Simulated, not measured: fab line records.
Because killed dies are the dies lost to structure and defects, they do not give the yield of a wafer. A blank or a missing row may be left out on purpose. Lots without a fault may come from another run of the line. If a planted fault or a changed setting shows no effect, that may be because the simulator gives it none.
Split-lot experiment / flow n5 finfet / 21 wafers read from 7 lots, route of 1938 steps

== ABOUT THE SPLIT ==
At N5_BEOL_M5_VIA_ETCH_34 (etches SiCOH lowk in C4F6/O2, target depth 88.3 nm, time 39.2 s), the setting bias w was moved away from the recipe's 185 W on 9 of the 21 wafers read, by -13.1% to +17.1%. For the rest of the wafers, this setting stayed at what the recipe calls for.

Reading taken at the split's own step.

== THE READING ==
rf vpp V, in V, at N5_BEOL_M5_VIA_ETCH_34 (etches SiCOH lowk in C4F6/O2, target depth 88.3 nm, time 39.2 s). Fault-free wafers of this fab line usually give 661 V, standard deviation 13 V.

wafer=L074.1; tool, chamber at the split=rie diel-03, 2; bias w as run, W=185; against the recipe=recipe; rf vpp V, V=656; against lot-mates on the recipe=-
wafer=L074.3; tool, chamber at the split=rie diel-03, 3; bias w as run, W=185; against the recipe=recipe; rf vpp V, V=650; against lot-mates on the recipe=-
wafer=L074.5; tool, chamber at the split=rie diel-03, 1; bias w as run, W=185; against the recipe=recipe; rf vpp V, V=641; against lot-mates on the recipe=-
wafer=L076.2; tool, chamber at the split=rie diel-02, 0; bias w as run, W=210.5; against the recipe=+13.8%; rf vpp V, V=720; against lot-mates on the recipe=+64
wafer=L076.3; tool, chamber at the split=rie diel-02, 1; bias w as run, W=185; against the recipe=recipe; rf vpp V, V=656; against lot-mates on the recipe=-
wafer=L076.5; tool, chamber at the split=rie diel-02, 0; bias w as run, W=210.5; against the recipe=+13.8%; rf vpp V, V=720; against lot-mates on the recipe=+64
wafer=L082.4; tool, chamber at the split=rie diel-03, 3; bias w as run, W=185; against the recipe=recipe; rf vpp V, V=649; against lot-mates on the recipe=-
wafer=L082.5; tool, chamber at the split=rie diel-03, 3; bias w as run, W=216.7; against the recipe=+17.1%; rf vpp V, V=735; against lot-mates on the recipe=+82
wafer=L082.6; tool, chamber at the split=rie diel-03, 2; bias w as run, W=185; against the recipe=recipe; rf vpp V, V=656; against lot-mates on the recipe=-
wafer=L083.1; tool, chamber at the split=rie diel-04, 3; bias w as run, W=166.6; against the recipe=-9.9%; rf vpp V, V=610; against lot-mates on the recipe=-63
wafer=L083.3; tool, chamber at the split=rie diel-04, 0; bias w as run, W=185; against the recipe=recipe; rf vpp V, V=673; against lot-mates on the recipe=-
wafer=L083.5; tool, chamber at the split=rie diel-04, 3; bias w as run, W=166.6; against the recipe=-9.9%; rf vpp V, V=610; against lot-mates on the recipe=-63
wafer=L084.2; tool, chamber at the split=rie diel-02, 2; bias w as run, W=164.6; against the recipe=-11.0%; rf vpp V, V=615; against lot-mates on the recipe=-56
wafer=L084.3; tool, chamber at the split=rie diel-02, 3; bias w as run, W=185; against the recipe=recipe; rf vpp V, V=688; against lot-mates on the recipe=-
wafer=L084.4; tool, chamber at the split=rie diel-02, 1; bias w as run, W=185; against the recipe=recipe; rf vpp V, V=654; against lot-mates on the recipe=-
wafer=L088.1; tool, chamber at the split=rie diel-02, 3; bias w as run, W=185; against the recipe=recipe; rf vpp V, V=688; against lot-mates on the recipe=-
wafer=L088.2; tool, chamber at the split=rie diel-02, 1; bias w as run, W=160.7; against the recipe=-13.1%; rf vpp V, V=587; against lot-mates on the recipe=-82
wafer=L088.3; tool, chamber at the split=rie diel-02, 0; bias w as run, W=185; against the recipe=recipe; rf vpp V, V=649; against lot-mates on the recipe=-
wafer=L090.1; tool, chamber at the split=rie diel-02, 1; bias w as run, W=193.9; against the recipe=+4.8%; rf vpp V, V=680; against lot-mates on the recipe=-6
wafer=L090.2; tool, chamber at the split=rie diel-02, 3; bias w as run, W=185; against the recipe=recipe; rf vpp V, V=686; against lot-mates on the recipe=-
wafer=L090.4; tool, chamber at the split=rie diel-02, 3; bias w as run, W=193.9; against the recipe=+4.8%; rf vpp V, V=713; against lot-mates on the recipe=+27

THE FIT
A straight line over all 21 wafers: rf vpp V changes by +4.73 V for each +1% of bias w; r = +0.93; the points scatter about the line by 15 V.
The same after taking each lot's own level away (the mean of its wafers on the recipe; 21 wafers): +5.17 V for each +1%; r = +0.96; scatter 12 V.
Per that fit: largest bias w move, reading shift of 89 V.
The span of the lots' own levels, 649.0 to 686.0 V, comes to 2.8 times the standard deviation stated above.
So the lot-to-lot level changes the slope little: the two slopes agree.
Check: with one of the wafers moved furthest among these (+17.1%) left out of the fit, the line predicts +85.3 V for it against its lot-mates. Against them it came out at +82.5 V.
Tool readings at the split's step, against how far the setting was moved: rf vpp V r = +0.93.

== THE OTHER SPLITS THESE WAFERS WENT THROUGH ==
Before the reading, these wafers also passed through other splits. Each is held against what the fit with the lots' levels taken away leaves over:
other split on the same wafers=N5_BEOL_M2_ETCH_69 bias w; wafers away from the commonest value=9; r with rf vpp V (lot level and that fit taken away)=+0.07
other split on the same wafers=N5_BEOL_M3_COAT_22 spin rpm; wafers away from the commonest value=5; r with rf vpp V (lot level and that fit taken away)=-0.11
other split on the same wafers=N5_BEOL_M3_EXPOSE_25 dose mj; wafers away from the commonest value=8; r with rf vpp V (lot level and that fit taken away)=+0.24
other split on the same wafers=N5_BEOL_M4_COAT_05 spin rpm; wafers away from the commonest value=8; r with rf vpp V (lot level and that fit taken away)=-0.28
other split on the same wafers=N5_BEOL_M4_ETCH_70 time s; wafers away from the commonest value=9; r with rf vpp V (lot level and that fit taken away)=+0.13
other split on the same wafers=N5_BEOL_M4_TRENCH_ETCH_37 time s; wafers away from the commonest value=4; r with rf vpp V (lot level and that fit taken away)=+0.47
other split on the same wafers=N5_BEOL_M5_ETCH_68 time s; wafers away from the commonest value=6; r with rf vpp V (lot level and that fit taken away)=-0.02

== THE FILE'S OWN FIT ==
rf vpp V changes by +5.17 V for each +1% of bias w, r = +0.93.
